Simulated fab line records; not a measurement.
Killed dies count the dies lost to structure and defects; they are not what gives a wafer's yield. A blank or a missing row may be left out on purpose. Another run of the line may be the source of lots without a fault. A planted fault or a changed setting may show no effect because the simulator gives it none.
fab line records + flow n5Finfet
record:
- lots: 4
- wafers: 21
route steps=1938 shown BEOL_M13@1659 BEOL_M15@1775 TV_LITHO@1879
startH: hours from the record's opening day to when the first of the lot's shown wafers began + waitH: hours elapsed since this lot's preceding step + " same as the row above + L1.1+2: several wafers, shown together as one row + - either no value or no given start + * or withheld: withheld + < > ~ a bound
route shown NAME@n: NAME is a module with steps in the file, n the number in the route of the first one + usual: mean/standard deviation taken from wafers without a fault + same: alike in all rows + chamber/n: place in a boat + sites: the reading at each site + _std_site: their standard deviation + _edge_site: outer sites' mean less inner sites' + radiusMm: for every site, how far away it sits from the centre of the wafer + mask NAME#n: copy n + behind: tool/chamber where the wafer was last shaped + hold: reason for holding the lot/hours on hold/outcome of the hold + device: transistor that didn't switch, given as n, p or np + end of line: the route-end tests of the same wafers + a step with no rows: only its recipe + killed: dies lost to structure and defects at the first sort, not the wafer's yield + map: shows each die of a wafer: x if killed, . if not, _ if none is there
set.NAME: the setting as run; set.NAME@STEP: as run at that earlier step + model.NAME: the simulator's own value behind a step, which no gauge read
lots with deliberately changed settings; one table per step, one row per wafer
== steps ==
step: N5_BEOL_M13_ILD_DEP_00
recipe:
- material: SiOC
- targetThkA: 8379.2
- tempC: 350
- precursor: DEMS/O2
- pressureTorr: 5
- rfW: 500
- timeS: 166.4
| lot.wafer | tool     | chamber | startH | waitH | set.timeS | model.SiOC_of_BEOL_M13_ILD_DEP_00.thkNm |
|-----------|----------|---------|--------|-------|-----------|-----------------------------------------|
| L077.1    | pecvd-04 | 2       | 258.86 | 0.0   | 180.7     | 895.6                                   |
| L077.2    | "        | 1       | "      | "     | 166.4     | 830.6                                   |
| L077.3    | "        | 0       | "      | "     | 180.7     | 898.8                                   |
| L077.4    | "        | 1       | "      | "     | 166.4     | 835.4                                   |
| L077.5    | "        | 2       | "      | "     | 180.7     | 911.2                                   |
| L077.6    | "        | 0       | "      | "     | 166.4     | 847                                     |
| L084.1    | pecvd-04 | 0       | 302.79 | 0.0   | 143.1     | 730                                     |
| L084.2    | "        | 1       | "      | "     | 166.4     | 839.4                                   |
| L084.3    | "        | 2       | "      | "     | 143.1     | 723                                     |
| L084.4    | "        | 2       | "      | "     | 166.4     | 850.4                                   |
| L084.5    | "        | 0       | "      | "     | 143.1     | 744                                     |
| L084.6    | "        | 1       | "      | "     | 166.4     | 852.2                                   |
| L083.4    | pecvd-01 | 1       | 305.70 | 0.1   | 166.4     | 851.2                                   |
| L083.5    | "        | 0       | "      | "     | 166.4     | 855.2                                   |
| L083.6    | "        | 2       | "      | "     | 166.4     | 836.4                                   |
| L089.1    | pecvd-02 | 1       | 334.34 | 0.0   | 145.5     | 733.6                                   |
| L089.2    | "        | 0       | "      | "     | 145.5     | 734.4                                   |
| L089.3    | "        | 2       | "      | "     | 166.4     | 836.2                                   |
| L089.4    | "        | 2       | "      | "     | 166.4     | 854.6                                   |
| L089.5    | "        | 1       | "      | "     | 145.5     | 738.4                                   |
| L089.6    | "        | 0       | "      | "     | 166.4     | 861.4                                   |
step: N5_BEOL_M13_THK_MEAS_01
recipe:
- reads: SiOC_of_BEOL_M13_ILD_DEP_00
usual:
- M13_ILD_THK: 839/11
| lot.wafer | tool         | chamber | startH | waitH | set.timeS@BEOL_M13_ILD_DEP_00 | M13_ILD_THK[nm] |
|-----------|--------------|---------|--------|-------|-------------------------------|-----------------|
| L077.1    | filmMetro-01 | -       | 259.01 | 0.1   | 180.7                         | 896             |
| L077.2    | "            | -       | "      | "     | 166.4                         | 831             |
| L077.3    | "            | -       | "      | "     | 180.7                         | 900             |
| L077.4    | "            | -       | "      | "     | 166.4                         | 835             |
| L077.5    | "            | -       | "      | "     | 180.7                         | 911             |
| L077.6    | "            | -       | "      | "     | 166.4                         | 846             |
| L084.1    | filmMetro-02 | -       | 302.94 | 0.1   | 143.1                         | 730             |
| L084.2    | "            | -       | "      | "     | 166.4                         | 839             |
| L084.3    | "            | -       | "      | "     | 143.1                         | 723             |
| L084.4    | "            | -       | "      | "     | 166.4                         | 850             |
| L084.5    | "            | -       | "      | "     | 143.1                         | 744             |
| L084.6    | "            | -       | "      | "     | 166.4                         | 853             |
| L083.4    | filmMetro-01 | -       | 305.79 | 0.0   | 166.4                         | 851             |
| L083.5    | "            | -       | "      | "     | 166.4                         | 855             |
| L083.6    | "            | -       | "      | "     | 166.4                         | 836             |
| L089.1    | filmMetro-02 | -       | 334.50 | 0.1   | 145.5                         | 734             |
| L089.2    | "            | -       | "      | "     | 145.5                         | 735             |
| L089.3    | "            | -       | "      | "     | 166.4                         | 836             |
| L089.4    | "            | -       | "      | "     | 166.4                         | 854             |
| L089.5    | "            | -       | "      | "     | 145.5                         | 739             |
| L089.6    | "            | -       | "      | "     | 166.4                         | 862             |
step: N5_BEOL_M13_COAT_58
recipe:
- resist: BARC
- tempC: 205
- timeS: 60
- spinRpm: 1500
- resistThkNm: 89
step: N5_BEOL_M13_COAT_04
recipe:
- spinRpm: 1625
- resistThkNm: 400
step: N5_BEOL_M13_DESCUM_15
recipe:
- chemistry: O2
- timeS: 7.9
- sourcePowerW: 50
- biasPowerW: 20
- pressureMtorr: 20
- rfFrequencyHz: 2.712e+07
- tempC: 40
- o2FlowSccm: 225
step: N5_BEOL_M13_ETCH_59
recipe:
- chemistry: N2/H2
- target: BARC
- targetDepthA: 890
- overetchA: 267
- timeS: 67.9
- ionEnergyEv: 200
- pressureMtorr: 30
- sourceW: 840
- biasW: 150
- n2FlowSccm: 200
- h2FlowSccm: 200
step: N5_BEOL_M13_VIA_ETCH_16
recipe:
- chemistry: C4F8/O2/Ar
- target: SiOC
- pressureMtorr: 30
- sourceW: 3000
- biasW: 700
- Ar_flow_sccm: 400
- C4F8_flow_sccm: 15
- O2_flow_sccm: 8
- heInnerTorr: 15
- heOuterTorr: 30
- targetDepthA: 9217
- timeS: withheld
- ionEnergyEv: 250
- ends: cleared
| lot.wafer | tool       | chamber | startH | waitH | set.timeS@BEOL_M13_ILD_DEP_00 | model.etch.depthNm | model.coat_of_BEOL_M13_COAT_04.thkNm |
|-----------|------------|---------|--------|-------|-------------------------------|--------------------|--------------------------------------|
| L077.1    | rieDiel-05 | 2       | 259.62 | 0.0   | *                             | 895.6              | 54.4                                 |
| L077.2    | "          | 3       | "      | "     | *                             | 830.5              | 71.4                                 |
| L077.3    | "          | 1       | "      | "     | *                             | 898.7              | 52.2                                 |
| L077.4    | "          | 0       | "      | "     | *                             | 835.3              | 71.4                                 |
| L077.5    | "          | 0       | "      | "     | *                             | 911.1              | 48.8                                 |
| L077.6    | "          | 1       | "      | "     | *                             | 847                | 67.4                                 |
| L084.1    | rieDiel-03 | 0       | 303.42 | 0.0   | *                             | 730                | 103.4                                |
| L084.2    | "          | 1       | "      | "     | *                             | 839.5              | 67                                   |
| L084.3    | "          | 3       | "      | "     | *                             | 723.1              | 103                                  |
| L084.4    | "          | 3       | "      | "     | *                             | 850.5              | 65.8                                 |
| L084.5    | "          | 0       | "      | "     | *                             | 744.1              | 100                                  |
| L084.6    | "          | 1       | "      | "     | *                             | 852.2              | 63.4                                 |
| L083.4    | rieDiel-04 | 1       | 306.26 | 0.0   | *                             | 851.1              | 65.6                                 |
| L083.5    | "          | 3       | "      | "     | *                             | 855.2              | 68                                   |
| L083.6    | "          | 2       | "      | "     | *                             | 836.4              | 71.2                                 |
| L089.1    | rieDiel-04 | 3       | 334.97 | 0.0   | *                             | 733.6              | 100.2                                |
| L089.2    | "          | 0       | "      | "     | *                             | 734.3              | 96.8                                 |
| L089.3    | "          | 1       | "      | "     | *                             | 836.2              | 70.2                                 |
| L089.4    | "          | 3       | "      | "     | *                             | 854.5              | 65                                   |
| L089.5    | "          | 0       | "      | "     | *                             | 738.5              | 97.2                                 |
| L089.6    | "          | 1       | "      | "     | *                             | 861.3              | 61                                   |
step: N5_BEOL_M13_STRIP_63
recipe:
- chemistry: N2/H2
- powerW: 1000
- tempC: 250
- h2Frac: 0.65
- overashFraction: 0.3
- pressureMtorr: 1000
- n2FlowSccm: 1750
- h2FlowSccm: 3250
usual:
- oesProductAu: 0.674/0.0046
- stripTimeToEndpointS: 27.7/1.1
| lot.wafer | tool           | chamber | startH | waitH | set.timeS@BEOL_M13_ILD_DEP_00 | oesProductAu | stripTimeToEndpointS |
|-----------|----------------|---------|--------|-------|-------------------------------|--------------|----------------------|
| L077.1    | plasmaAsher-02 | 1       | 259.85 | -     | 180.7                         | 0.664        | 22.9                 |
| L077.2    | "              | 0       | "      | "     | 166.4                         | 0.676        | 28.1                 |
| L077.3    | "              | 1       | "      | "     | 180.7                         | 0.666        | 22.3                 |
| L077.4    | "              | 0       | "      | "     | 166.4                         | 0.677        | 28.1                 |
| L077.5    | "              | 1       | "      | "     | 180.7                         | 0.662        | 21.3                 |
| L077.6    | "              | 0       | "      | "     | 166.4                         | 0.674        | 26.9                 |
| L084.1    | plasmaAsher-01 | 0       | 303.66 | -     | 143.1                         | 0.689        | 37.1                 |
| L084.2    | "              | 1       | "      | "     | 166.4                         | 0.670        | 26.8                 |
| L084.3    | "              | 0       | "      | "     | 143.1                         | 0.687        | 37.1                 |
| L084.4    | "              | 1       | "      | "     | 166.4                         | 0.674        | 26.4                 |
| L084.5    | "              | 1       | "      | "     | 143.1                         | 0.685        | 36.2                 |
| L084.6    | "              | 0       | "      | "     | 166.4                         | 0.666        | 25.7                 |
| L083.4    | plasmaAsher-01 | 1       | 306.52 | -     | 166.4                         | 0.672        | 26.4                 |
| L083.5    | "              | 0       | "      | "     | 166.4                         | 0.676        | 27.1                 |
| L083.6    | "              | 1       | "      | "     | 166.4                         | 0.679        | 28.0                 |
| L089.1    | plasmaAsher-02 | 0       | 335.21 | -     | 145.5                         | 0.686        | 36.3                 |
| L089.2    | "              | 1       | "      | "     | 145.5                         | 0.690        | 35.3                 |
| L089.3    | "              | 1       | "      | "     | 166.4                         | 0.682        | 27.7                 |
| L089.4    | "              | 0       | "      | "     | 166.4                         | 0.668        | 26.2                 |
| L089.5    | "              | 1       | "      | "     | 145.5                         | 0.690        | 35.4                 |
| L089.6    | "              | 0       | "      | "     | 166.4                         | 0.668        | 25.0                 |
step: N5_BEOL_M15_COAT_58
recipe:
- resist: BARC
- tempC: 205
- timeS: 60
- spinRpm: 1500
- resistThkNm: 89
| lot.wafer  | tool          | chamber | startH | waitH | set.spinRpm | model.BARC_of_BEOL_M15_COAT_58.thkNm |
|------------|---------------|---------|--------|-------|-------------|--------------------------------------|
| L077.1+5   | lithoTrack-01 | 0       | 275.82 | 0.0   | 1664        | 84.4                                 |
| L077.2+3   | "             | 0       | "      | "     | 1500        | 88.8                                 |
| L077.4     | "             | 0       | "      | "     | 1664        | 84.2                                 |
| L077.6     | "             | 0       | "      | "     | 1500        | 89                                   |
| L084.1     | lithoTrack-04 | 0       | 313.29 | 0.0   | 1500        | 89                                   |
| L084.2     | "             | 0       | "      | "     | 1500        | 88.8                                 |
| L084.3+4+5 | "             | 0       | "      | "     | 1570        | 86.8                                 |
| L084.6     | "             | 0       | "      | "     | 1500        | 88.6                                 |
| L083.4+6   | lithoTrack-04 | 0       | 316.12 | 0.0   | 1500        | 89                                   |
| L083.5     | "             | 0       | "      | "     | 1500        | 89.2                                 |
| L089.1+5   | lithoTrack-01 | 0       | 347.95 | 0.0   | 1406        | 92                                   |
| L089.2+3+6 | "             | 0       | "      | "     | 1500        | 89.2                                 |
| L089.4     | "             | 0       | "      | "     | 1406        | 91.8                                 |
step: N5_BEOL_M15_COAT_04
recipe:
- spinRpm: 1704
- resistThkNm: 800
step: N5_BEOL_M15_EBR_06
recipe:
- solvent: PGMEA
- ebrWidthMm: 1.5
step: N5_BEOL_M15_DESCUM_15
recipe:
- chemistry: O2
- timeS: 7.9
- sourcePowerW: 50
- biasPowerW: 20
- pressureMtorr: 20
- rfFrequencyHz: 2.712e+07
- tempC: 40
- o2FlowSccm: 225
step: N5_BEOL_M15_ETCH_59
recipe:
- chemistry: N2/H2
- target: BARC
- targetDepthA: 890
- overetchA: 267
- timeS: 67.9
- ionEnergyEv: 200
- pressureMtorr: 30
- sourceW: 840
- biasW: 150
- n2FlowSccm: 200
- h2FlowSccm: 200
| lot.wafer | tool       | chamber | startH | waitH | set.spinRpm@BEOL_M15_COAT_58 | model.etch.depthNm |
|-----------|------------|---------|--------|-------|------------------------------|--------------------|
| L077.1    | rieDiel-03 | 2       | 276.22 | 0.0   | 1664                         | 84.34              |
| L077.2    | "          | 3       | "      | "     | 1500                         | 88.71              |
| L077.3    | "          | 0       | "      | "     | 1500                         | 88.81              |
| L077.4    | "          | 1       | "      | "     | 1664                         | 84.3               |
| L077.5    | "          | 0       | "      | "     | 1664                         | 84.37              |
| L077.6    | "          | 3       | "      | "     | 1500                         | 89.1               |
| L084.1    | rieDiel-03 | 0       | 313.78 | 0.0   | 1500                         | 89.04              |
| L084.2    | "          | 3       | "      | "     | 1500                         | 88.89              |
| L084.3    | "          | 1       | "      | "     | 1570                         | 86.81              |
| L084.4    | "          | 2       | "      | "     | 1570                         | 86.78              |
| L084.5    | "          | 2       | "      | "     | 1570                         | 86.75              |
| L084.6    | "          | 3       | "      | "     | 1500                         | 88.6               |
| L083.4    | rieDiel-04 | 0       | 316.66 | 0.0   | 1500                         | 88.96              |
| L083.5    | "          | 1       | "      | "     | 1500                         | 89.2               |
| L083.6    | "          | 3       | "      | "     | 1500                         | 88.98              |
| L089.1    | rieDiel-04 | 0       | 348.35 | 0.0   | 1406                         | 92.09              |
| L089.2    | "          | 1       | "      | "     | 1500                         | 89.18              |
| L089.3    | "          | 2       | "      | "     | 1500                         | 89.15              |
| L089.4    | "          | 3       | "      | "     | 1406                         | 91.84              |
| L089.5    | "          | 0       | "      | "     | 1406                         | 91.99              |
| L089.6    | "          | 1       | "      | "     | 1500                         | 89.3               |
step: N5_BEOL_M15_SPUTTER_43
recipe:
- material: TaN
- targetThkA: 150
- tempC: 50
- biasV: 168.6
- powerW: 15000
- chamberPressurePa: 0.12
- timeS: 24.19
| lot.wafer  | tool          | chamber | startH | waitH | set.powerW | model.TaN_of_BEOL_M15_SPUTTER_43.thkNm |
|------------|---------------|---------|--------|-------|------------|----------------------------------------|
| L077.1+2   | pvdSputter-01 | -       | 284.44 | 0.0   | 15000      | 14.8                                   |
| L077.3     | "             | -       | "      | "     | 12770      | 12.8                                   |
| L077.4     | "             | -       | "      | "     | 15000      | 14.6                                   |
| L077.5     | "             | -       | "      | "     | 12770      | 12.2                                   |
| L077.6     | "             | -       | "      | "     | 12770      | 12.6                                   |
| L084.1+2+5 | pvdSputter-03 | -       | 320.14 | 0.0   | 13760      | 13.8                                   |
| L084.3+6   | "             | -       | "      | "     | 15000      | 15                                     |
| L084.4     | "             | -       | "      | "     | 15000      | 15.2                                   |
| L083.4+5   | pvdSputter-03 | -       | 321.02 | 0.0   | 15000      | 15                                     |
| L083.6     | "             | -       | "      | "     | 15000      | 14.8                                   |
| L089.1+2+5 | pvdSputter-01 | -       | 354.00 | 0.0   | 17540      | 17.6                                   |
| L089.3     | "             | -       | "      | "     | 15000      | 14.8                                   |
| L089.4     | "             | -       | "      | "     | 15000      | 15                                     |
| L089.6     | "             | -       | "      | "     | 15000      | 15.2                                   |
step: N5_PASSIVATION_EXPOSE_07
recipe:
- maskId: TV
- na: 0.55
- sourceShape: conventional
- sigmaOuter: 0.8
- polarization: unpolarized
- defocusNm: 0
- targetCdNm: 3000
- doseMj: 22.75
| lot.wafer        | tool          | chamber | startH | waitH | mask | set.doseMj |
|------------------|---------------|---------|--------|-------|------|------------|
| L077.1+2+6       | krfScanner-01 | 0       | 291.29 | -     | TV#0 | 22.75      |
| L077.3+4+5       | "             | 0       | "      | "     | TV#0 | 21.99      |
| L084.1+2+3+4+5+6 | krfScanner-01 | 0       | 328.59 | -     | TV#0 | 22.75      |
| L083.4+5+6       | krfScanner-01 | 0       | 331.79 | -     | TV#0 | 22.75      |
| L089.1+2+3       | krfScanner-01 | 0       | 362.41 | -     | TV#0 | 22.75      |
| L089.4+5+6       | "             | 0       | "      | "     | TV#0 | 21.62      |
step: N5_PASSIVATION_PEB_08
recipe:
- pebTempC: withheld
- pebTimeS: *
step: N5_PASSIVATION_DEVELOP_09
recipe:
- developTimeS: 60
- rinseLiquid: diw
- dry: airSpin
- devTempC: 21
step: N5_PASSIVATION_HARDBAKE_11
recipe:
- tempC: 130
- timeS: 120
step: N5_PASSIVATION_CD_MEAS_10
recipe:
- targetCdNm: 3000
- landingEnergyEv: 500
- detector: seInlens
usual:
- cdNm: 3001.7/2.2
| lot.wafer | tool     | chamber | startH | waitH | set.doseMj@PASSIVATION_EXPOSE_07 | cdNm   |
|-----------|----------|---------|--------|-------|----------------------------------|--------|
| L077.1    | cdSem-01 | 0       | 291.47 | -     | 22.75                            | 3003.9 |
| L077.2    | "        | 0       | "      | "     | 22.75                            | 3000.8 |
| L077.3    | "        | 0       | "      | "     | 21.99                            | 2994.2 |
| L077.4    | "        | 0       | "      | "     | 21.99                            | 2995.2 |
| L077.5    | "        | 0       | "      | "     | 21.99                            | 2999.8 |
| L077.6    | "        | 0       | "      | "     | 22.75                            | 3003.3 |
| L084.1    | cdSem-02 | 0       | 328.77 | -     | 22.75                            | 3001.7 |
| L084.2    | "        | 0       | "      | "     | 22.75                            | 2999.2 |
| L084.3    | "        | 0       | "      | "     | 22.75                            | 3003.0 |
| L084.4    | "        | 0       | "      | "     | 22.75                            | 3002.2 |
| L084.5    | "        | 0       | "      | "     | 22.75                            | 3002.6 |
| L084.6    | "        | 0       | "      | "     | 22.75                            | 3002.8 |
| L083.4    | cdSem-03 | 0       | 331.95 | -     | 22.75                            | 3002.4 |
| L083.5    | "        | 0       | "      | "     | 22.75                            | 3000.8 |
| L083.6    | "        | 0       | "      | "     | 22.75                            | 2999.6 |
| L089.1    | cdSem-01 | 0       | 362.59 | -     | 22.75                            | 2999.1 |
| L089.2    | "        | 0       | "      | "     | 22.75                            | 3003.5 |
| L089.3    | "        | 0       | "      | "     | 22.75                            | 2997.9 |
| L089.4    | "        | 0       | "      | "     | 21.62                            | 2987.4 |
| L089.5    | "        | 0       | "      | "     | 21.62                            | 2991.4 |
| L089.6    | "        | 0       | "      | "     | 21.62                            | 2990.7 |
== key ==
split:
- step: N5_BEOL_M13_ILD_DEP_00
- setting: timeS
- stated: 166.4
- by: wafer
response:
- step: N5_BEOL_M13_ILD_DEP_00
- reading: model.SiOC_of_BEOL_M13_ILD_DEP_00.thkNm
- change: +8.44
- per: 1%
- r: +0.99
response:
- step: N5_BEOL_M13_THK_MEAS_01
- reading: M13_ILD_THK
- change: +8.43
- per: 1%
- r: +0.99
response:
- step: N5_BEOL_M13_VIA_ETCH_16
- reading: model.etch.depthNm
- change: +8.44
- per: 1%
- r: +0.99
response:
- step: N5_BEOL_M13_VIA_ETCH_16
- reading: model.coat_of_BEOL_M13_COAT_04.thkNm
- change: -2.53
- per: 1%
- r: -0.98
response:
- step: N5_BEOL_M13_STRIP_63
- reading: oesProductAu
- change: -0.00126
- per: 1%
- r: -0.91
response:
- step: N5_BEOL_M13_STRIP_63
- reading: stripTimeToEndpointS
- change: *
- per: 1%
- r: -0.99
split:
- step: N5_BEOL_M15_COAT_58
- setting: spinRpm
- stated: 1500
- by: wafer
response:
- step: N5_BEOL_M15_COAT_58
- reading: model.BARC_of_BEOL_M15_COAT_58.thkNm
- change: -0.421
- per: 1%
- r: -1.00
response:
- step: N5_BEOL_M15_ETCH_59
- reading: model.etch.depthNm
- change: -0.424
- per: 1%
- r: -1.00
split:
- step: N5_BEOL_M15_SPUTTER_43
- setting: powerW
- stated: 15000
- by: wafer
response:
- step: N5_BEOL_M15_SPUTTER_43
- reading: model.TaN_of_BEOL_M15_SPUTTER_43.thkNm
- change: +0.151
- per: 1%
- r: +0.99
split:
- step: N5_PASSIVATION_EXPOSE_07
- setting: doseMj
- stated: 22.75
- by: wafer
response:
- step: N5_PASSIVATION_CD_MEAS_10
- reading: cdNm
- change: +2.01
- per: 1%
- r: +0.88
